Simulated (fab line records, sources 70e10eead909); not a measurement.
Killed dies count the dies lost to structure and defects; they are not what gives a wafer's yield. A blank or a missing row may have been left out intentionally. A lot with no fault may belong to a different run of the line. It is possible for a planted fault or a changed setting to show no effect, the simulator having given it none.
fab line records	flow nand_harc
[record] lots = 5	wafers = 15	last_day = 22
route steps=1159 shown P_BONDPAD@360
lots untouched by any fault: they come from a run of this same line in which no faults occurred
start_h: the number of hours between the record's first day and the start of the first shown wafer of the lot	wait_h: hours elapsed since this lot's preceding step	" repeats the value in the row above	L1.1+2: a single row standing in for several wafers	- no value, or no start was given	* or withheld: withheld	< > ~ a bound
route shown NAME@n: NAME is a module with steps in the file, n the number in the route of the first one	usual: average and standard deviation across the fault-free wafers	same: alike in all rows	chamber/n: place in a boat	sites: per-site readings	_std_site: the values' standard deviation	_edge_site: outer sites' mean less inner sites'	radius_mm: how far each site lies from the wafer's centre	mask NAME#n: copy n	behind: tool/chamber where the wafer was last shaped	hold: why the lot was held/for how many hours/how that ended	device: the transistor (n, p or np) that didn't switch	end of line: at the end of the route, the tests of the same wafers	a step without rows: its recipe alone	killed: dies lost to structure and defects at the first sort, not the wafer's yield	map: dies across one wafer; x = killed, . = not, _ = none there
set.NAME: the setting that was run; set.NAME@STEP: the one run at that earlier step	model.NAME: the simulator's own value behind a step, which no gauge read
lots at some steps of the route; a table a step, a row a wafer
services: when a tool's chamber went out of use (start_h, in hours from the record's first day, below 0 if earlier), for how many hours, and the reason
[[steps]]
[step NHARC_P_BONDPAD_EBR_05]
[step NHARC_P_BONDPAD_EXPOSE_06]
[recipe] na = 0.55	dose_mj = 37.06	mask_id = P_BPAD
[step NHARC_P_BONDPAD_PEB_07]
[recipe] peb_temp_c = 128	peb_time_s = 80
[step NHARC_P_BONDPAD_DEVELOP_08]
[recipe] time_s = 50	dev_temp_c = 22
[step NHARC_P_BONDPAD_CD_MEAS_09]
[recipe] target_cd_nm = 500	landing_energy_ev = 500
[usual] cd_nm = 500.9/2
lot.wafer	tool	chamber	start_h	wait_h	cd_nm
L557.1	cd_sem-01	0	131.00	-	501.1
L557.2	"	0	"	"	498.2
L557.6	"	0	"	"	503.3
L559.1	cd_sem-02	0	147.59	-	500.9
L559.5	"	0	"	"	500.5
L559.6	"	0	"	"	501.7
L567.3	cd_sem-01	0	190.32	-	498.1
L567.4	"	0	"	"	500.2
L567.6	"	0	"	"	500.6
L568.1	cd_sem-01	0	190.72	-	503.9
L568.3	"	0	"	"	504.1
L568.6	"	0	"	"	504.6
L573.2	cd_sem-02	0	222.56	-	504.1
L573.4	"	0	"	"	503.3
L573.6	"	0	"	"	502.2
[step NHARC_P_BONDPAD_OVL_MEAS_38]
[usual] overlay_x_nm = -1/4.9	overlay_y_nm = 0/4.7
lot.wafer	tool	chamber	start_h	wait_h	overlay_x_nm	overlay_y_nm
L557.1	overlay-02	-	131.10	-	-6	-5
L557.2	"	-	"	"	-6	-5
L557.6	"	-	"	"	-6	-5
L559.1	overlay-02	-	147.68	-	5	0
L559.5	"	-	"	"	4	-1
L559.6	"	-	"	"	4	-1
L567.3	overlay-02	-	190.41	-	-4	-1
L567.4	"	-	"	"	-4	-1
L567.6	"	-	"	"	-4	-2
L568.1	overlay-01	-	190.80	-	-7	11
L568.3	"	-	"	"	-7	12
L568.6	"	-	"	"	-7	12
L573.2	overlay-01	-	222.64	-	1	5
L573.4	"	-	"	"	0	5
L573.6	"	-	"	"	0	5
[step NHARC_P_BONDPAD_HARDBAKE_10]
[recipe] temp_c = 118	time_s = 65
[step NHARC_P_BONDPAD_DESCUM_11]
[recipe] time_s = 3	o2_flow_sccm = 200	ar_flow_sccm = 0	bias_power_w = 0	chemistry = O2
[usual] drypump_motor_current_A = 6.0/0.45	mfc_ar_sccm = 0.009/0.014	oes_product_au = 0.999/0.0079	rf_vpp_V = 57.6/0.97	showerhead_plenum_p_Torr = 1.87/0.078	throttle_valve_pct = 11.311/0.01
[same] bias_power_w = 0
lot.wafer	tool	chamber	start_h	wait_h	drypump_motor_current_A	mfc_ar_sccm	oes_product_au	rf_hours_counter_h	rf_vpp_V	showerhead_plenum_p_Torr	throttle_valve_pct
L557.1	rie_diel-04	1	131.22	-	6.6	0.000	0.996	1	57.4	1.92	11.311
L557.2	"	0	"	"	5.4	0.004	1.000	1	57.6	1.80	11.328
L557.6	"	2	"	"	6.3	0	0.997	-	59.6	1.97	11.320
L559.1	rie_diel-04	1	147.81	-	6.7	0.000	0.987	3	57.7	1.92	11.320
L559.6	"	0	"	"	5.4	0.004	1.003	-	57.7	1.80	11.323
L559.5	"	1	"	"	6.6	0.000	0.991	-	58.4	1.92	11.309
L567.4	rie_diel-04	0	190.55	-	5.4	0.004	1.010	7	56.9	1.79	11.326
L567.3	"	1	"	"	6.6	0.000	0.988	7	57.8	1.92	11.315
L567.6	"	2	"	"	6.3	0	1.002	-	56.3	1.97	11.312
L568.1	rie_diel-04	2	190.94	-	6.2	0	1.004	7	59.7	1.97	11.305
L568.3	"	0	"	"	5.4	0.004	1.005	8	57.3	1.79	11.308
L568.6	"	1	"	"	6.6	0.000	0.992	-	58.4	1.92	11.310
L573.4	rie_diel-04	3	222.77	-	5.8	0.034	0.997	10	57.3	1.79	11.323
L573.2	"	1	"	"	6.6	0.000	0.987	10	59.0	1.92	11.306
L573.6	"	3	"	"	5.8	0.034	0.989	-	57.1	1.79	11.302
[step NHARC_P_BONDPAD_ETCH_37]
[recipe] target_depth_a = 600	overetch_a = 180	time_s = 65.91	ion_energy_ev = 200	n2_flow_sccm = 150	h2_flow_sccm = 150	ar_flow_sccm = 0	rf_w = 400	bias_w = 150	chemistry = N2/H2
[usual] drypump_motor_current_A = 6.0/0.44	h2_flow_sccm = 150.1/0.53	mfc_ar_sccm = 0.010/0.015	oes_product_au = 0.999/0.0086	rf_vpp_V = 429.0/2.5	run_length_s = 87.4/0.37	showerhead_plenum_p_Torr = 1.99/0.085	throttle_valve_pct = 14.172/0.0089
lot.wafer	tool	chamber	start_h	wait_h	drypump_motor_current_A	h2_flow_sccm	mfc_ar_sccm	oes_product_au	rf_hours_counter_h	rf_vpp_V	run_length_s	showerhead_plenum_p_Torr	throttle_valve_pct
L557.1	rie_diel-04	3	131.31	0.1	5.8	149.8	0.034	1.000	0	426.2	87.1	1.91	14.175
L557.2	"	0	"	"	5.4	149.4	0.004	1.004	1	425.6	87.4	1.91	14.180
L557.6	"	2	"	"	6.3	149.5	0	1.005	-	431.1	87.6	2.10	14.175
L559.1	rie_diel-04	1	147.91	0.1	6.7	150.7	0.000	0.980	3	429.8	86.9	2.05	14.179
L559.5	"	2	"	"	6.2	149.5	0	0.994	-	431.8	87.6	2.10	14.174
L559.6	"	3	"	"	5.8	151.0	0.034	1.000	-	427.1	86.9	1.91	14.155
L567.4	rie_diel-04	2	190.62	0.1	6.3	149.1	0	0.991	7	432.3	87.7	2.10	14.180
L567.3	"	0	"	"	5.4	150.3	0.004	0.999	7	427.9	87.2	1.91	14.174
L567.6	"	2	"	"	6.3	149.7	0	1.009	-	432.8	87.7	2.10	14.168
L568.3	rie_diel-04	3	191.01	0.1	5.8	149.5	0.034	0.987	7	426.4	87.5	1.90	14.174
L568.1	"	1	"	"	6.7	149.8	0.000	0.992	7	430.5	87.3	2.05	14.181
L568.6	"	0	"	"	5.4	150.2	0.004	0.995	-	425.9	87.8	1.91	14.176
L573.4	rie_diel-04	2	222.85	0.1	6.3	150.7	0	1.008	10	432.6	87.9	2.10	14.178
L573.2	"	3	"	"	5.9	150.5	0.034	0.988	10	428.0	86.8	1.90	14.167
L573.6	"	3	"	"	5.8	150.1	0.034	0.986	-	427.4	87.3	1.90	14.170
[step NHARC_P_BONDPAD_ETCH_12]
[recipe] target_depth_a = 2000	time_s = 100	chf3_flow_sccm = 50	o2_flow_sccm = 10	ar_flow_sccm = 200	rf_w = 500	bias_w = 200	chemistry = CHF3/O2
[usual] drypump_motor_current_A = 6.0/0.47	mfc_ar_sccm = 200.0/0.62	oes_product_au = 0.943/0.022	rf_vpp_V = 369.6/2.3	run_length_s = 121.5/0.38	showerhead_plenum_p_Torr = 2.35/0.094	throttle_valve_pct = 20.572/0.0092
lot.wafer	tool	chamber	start_h	wait_h	drypump_motor_current_A	mfc_ar_sccm	oes_product_au	rf_hours_counter_h	rf_vpp_V	run_length_s	showerhead_plenum_p_Torr	throttle_valve_pct
L557.2	rie_diel-04	2	-	-	6.3	200.2	0.971	1	371.5	121.9	2.47	20.565
L557.1	"	0	"	"	5.4	199.3	0.983	1	368.3	121.7	2.26	20.561
L557.6	"	1	"	"	6.6	199.7	0.962	-	371.0	121.3	2.42	20.551
L559.1	rie_diel-04	2	-	-	6.3	200.3	0.940	4	373.0	122.0	2.47	20.569
L559.6	"	3	"	"	5.9	199.9	0.966	-	367.5	121.3	2.25	20.583
L559.5	"	0	"	"	5.4	199.4	0.938	-	368.8	122.2	2.26	20.570
L567.4	rie_diel-04	3	-	-	5.8	200.0	0.924	7	366.4	120.9	2.25	20.588
L567.3	"	2	"	"	6.3	199.9	0.934	7	371.8	121.9	2.46	20.573
L567.6	"	3	"	"	5.8	200.0	0.932	-	367.8	120.9	2.25	20.556
L568.1	rie_diel-04	3	-	-	5.8	199.0	0.966	7	366.9	121.4	2.25	20.587
L568.3	"	0	"	"	5.4	200.6	0.985	8	367.6	121.6	2.26	20.563
L568.6	"	1	"	"	6.7	200.4	0.957	-	370.8	121.9	2.41	20.582
L573.2	rie_diel-04	3	-	-	5.9	201.0	0.956	10	367.2	121.8	2.25	20.553
L573.4	"	0	"	"	5.4	199.7	0.960	10	368.0	121.7	2.26	20.577
L573.6	"	3	"	"	5.8	200.2	0.969	-	367.1	120.9	2.25	20.582
[step NHARC_P_BONDPAD_CD_MEAS_13]
[usual] cd_nm = 500.5/2.2
lot.wafer	tool	chamber	start_h	wait_h	cd_nm
L557.1	cd_sem-02	-	131.54	-	500.9
L557.2	"	-	"	"	498.7
L557.6	"	-	"	"	503.0
L559.1	cd_sem-02	-	148.11	-	501.3
L559.5	"	-	"	"	500.1
L559.6	"	-	"	"	502.5
L567.3	cd_sem-03	-	190.86	-	498.1
L567.4	"	-	"	"	499.7
L567.6	"	-	"	"	500.7
L568.1	cd_sem-03	-	191.24	-	504.0
L568.3	"	-	"	"	503.7
L568.6	"	-	"	"	503.2
L573.2	cd_sem-01	-	223.08	-	503.4
L573.4	"	-	"	"	502.0
L573.6	"	-	"	"	502.0
[step NHARC_P_BONDPAD_STRIP_15]
[recipe] o2_flow_sccm = 500	ar_flow_sccm = 0	bias_w = 0	chemistry = O2
[usual] drypump_motor_current_A = 6.0/0.46	mfc_ar_sccm = 0.008/0.013	oes_product_au = 1.002/0.0097	rf_vpp_V = 57.6/0.91	showerhead_plenum_p_Torr = 3.43/0.12	throttle_valve_pct = 17.036/0.0086
lot.wafer	tool	chamber	start_h	wait_h	drypump_motor_current_A	mfc_ar_sccm	oes_product_au	rf_hours_counter_h	rf_vpp_V	showerhead_plenum_p_Torr	throttle_valve_pct
L557.1	rie_diel-04	2	131.61	0.1	6.3	0	1.007	1	56.6	3.62	17.043
L557.2	"	3	"	"	5.8	0.034	0.998	1	57.2	3.32	17.031
L557.6	"	3	"	"	5.8	0.034	0.994	-	55.5	3.32	17.028
L559.1	rie_diel-03	1	148.21	0.1	6.0	0	0.998	32	57.0	3.42	17.035
L559.5	"	0	"	"	6.5	0	0.995	-	57.2	3.34	17.032
L559.6	"	1	"	"	6.0	0	0.989	-	56.4	3.42	17.043
L567.4	rie_diel-03	1	190.93	0.1	6.0	0	1.000	48	59.2	3.41	17.033
L567.3	"	3	"	"	5.3	0.013	1.008	54	56.8	3.47	17.025
L567.6	"	2	"	"	5.5	0	1.013	-	57.4	3.37	17.042
L568.1	rie_diel-03	1	191.32	0.1	6.0	0	1.002	49	56.9	3.41	17.035
L568.3	"	3	"	"	5.3	0.013	1.012	54	57.1	3.47	17.040
L568.6	"	1	"	"	6.0	0	0.998	-	59.0	3.41	17.031
L573.2	rie_diel-04	1	223.22	0.1	6.6	0.000	0.990	10	58.2	3.54	17.023
L573.4	"	2	"	"	6.3	0	1.014	10	59.0	3.62	17.039
L573.6	"	1	"	"	6.7	0.000	0.993	-	57.1	3.54	17.039
[step NHARC_P_BONDPAD_ETCH_24]
[recipe] target_depth_a = 300	over_etch_frac = 0.3	time_s = 72.99	ion_energy_ev = 150	cf4_flow_sccm = 50	n2_flow_sccm = 100	ar_flow_sccm = 150	rf_w = 300	bias_w = 100	chemistry = CF4/N2
[usual] cf4_flow_sccm = 50.01/0.15	drypump_motor_current_A = 6.0/0.47	mfc_ar_sccm = 150.0/0.43	oes_product_au = 1.002/0.0089	rf_vpp_V = 312.8/1.8	run_length_s = 94.4/0.39	showerhead_plenum_p_Torr = 2.55/0.089	throttle_valve_pct = 19.795/0.0094
lot.wafer	tool	chamber	start_h	wait_h	cf4_flow_sccm	drypump_motor_current_A	mfc_ar_sccm	oes_product_au	rf_hours_counter_h	rf_vpp_V	run_length_s	showerhead_plenum_p_Torr	throttle_valve_pct
L557.2	rie_diel-04	3	131.76	-	50.05	5.8	149.5	1.010	1	312.2	94.5	2.47	19.800
L557.1	"	2	"	"	49.92	6.3	149.8	1.007	1	316.3	94.6	2.70	19.782
L557.6	"	0	"	"	49.94	5.4	149.5	1.008	-	312.2	94.3	2.47	19.787
L559.1	rie_diel-03	3	148.36	-	49.97	5.3	149.7	1.019	37	313.7	94.3	2.59	19.785
L559.5	"	0	"	"	50.27	6.5	150.0	1.016	-	313.1	94.0	2.48	19.786
L559.6	"	1	"	"	50.22	6.0	149.6	1.004	-	312.5	93.5	2.54	19.803
L567.3	rie_diel-03	0	191.09	-	50.00	6.5	149.8	0.982	53	311.0	94.0	2.48	19.793
L567.4	"	2	"	"	50.14	5.6	149.2	1.021	47	313.2	94.6	2.50	19.798
L567.6	"	3	"	"	50.20	5.3	150.4	1.007	-	313.3	94.8	2.58	19.782
L568.1	rie_diel-03	0	191.47	-	49.96	6.5	149.4	1.006	53	312.4	94.1	2.48	19.796
L568.3	"	3	"	"	49.93	5.3	149.8	1.012	54	313.9	94.4	2.58	19.808
L568.6	"	0	"	"	50.12	6.5	149.4	1.011	-	312.7	94.7	2.48	19.792
L573.4	rie_diel-04	0	223.37	-	50.04	5.4	149.5	1.009	10	310.9	94.4	2.47	19.790
L573.2	"	2	"	"	50.18	6.3	150.5	1.008	10	316.4	74.8	2.69	19.784
L573.6	"	0	"	"	50.06	5.4	150.1	1.007	-	312.2	95.0	2.47	19.781
[step NHARC_P_BONDPAD_STRIP_16]
[recipe] time_s = 600	temp_c = 30	chemistry = post_etch_residue_remover
[[services]]
tool	chamber	start_h	hours	kind
rie_diel-03	2	109.62	5.1	repair
rie_diel-04	-	111.90	9.0	pm
rie_diel-04	0	111.90	9.0	vent_cycle
rie_diel-04	1	111.90	9.0	vent_cycle
rie_diel-04	2	111.90	9.0	vent_cycle
rie_diel-04	3	111.90	9.0	vent_cycle
rie_diel-04	0	120.90	-	clean
rie_diel-04	1	120.90	-	clean
rie_diel-04	2	120.90	-	clean
rie_diel-04	3	120.90	-	clean
rie_diel-04	3	122.92	4.4	repair
rie_diel-04	0	145.40	-	clean
rie_diel-04	1	145.40	-	clean
rie_diel-04	2	145.40	-	clean
rie_diel-04	3	145.40	-	clean
rie_diel-04	0	169.90	-	clean
rie_diel-04	1	169.90	-	clean
rie_diel-04	2	169.90	-	clean
rie_diel-04	3	169.90	-	clean
rie_diel-03	-	187.98	0.3	repair
rie_diel-04	0	194.40	-	clean
rie_diel-04	1	194.40	-	clean
rie_diel-03	-	198.59	8.3	repair
rie_diel-03	-	215.49	9.0	pm
[[key]]
[first_sign] step = NHARC_P_BONDPAD_ETCH_24	reading = run_length_s	direction = down	sigmas = 50	usual = *	struck = *
effect none on later readings
met_at NHARC_P_BONDPAD_ETCH_24
struck_wafers L573.2
sort_left_out L573.2
onset_between 131.76 223.37
[fault] kind = process_parameter_drift	tool = rie_diel-04	chamber = 2	onset_h = 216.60	steps = NHARC_P_BONDPAD_ETCH_24	channel = time_s	offset = *	shape = step	end_h = 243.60	acts_in = *	stated = *
// sort_left_out: the simulated sort isn't trusted on such a fault, so these wafers' sort isn't shown, and their yield isn't known
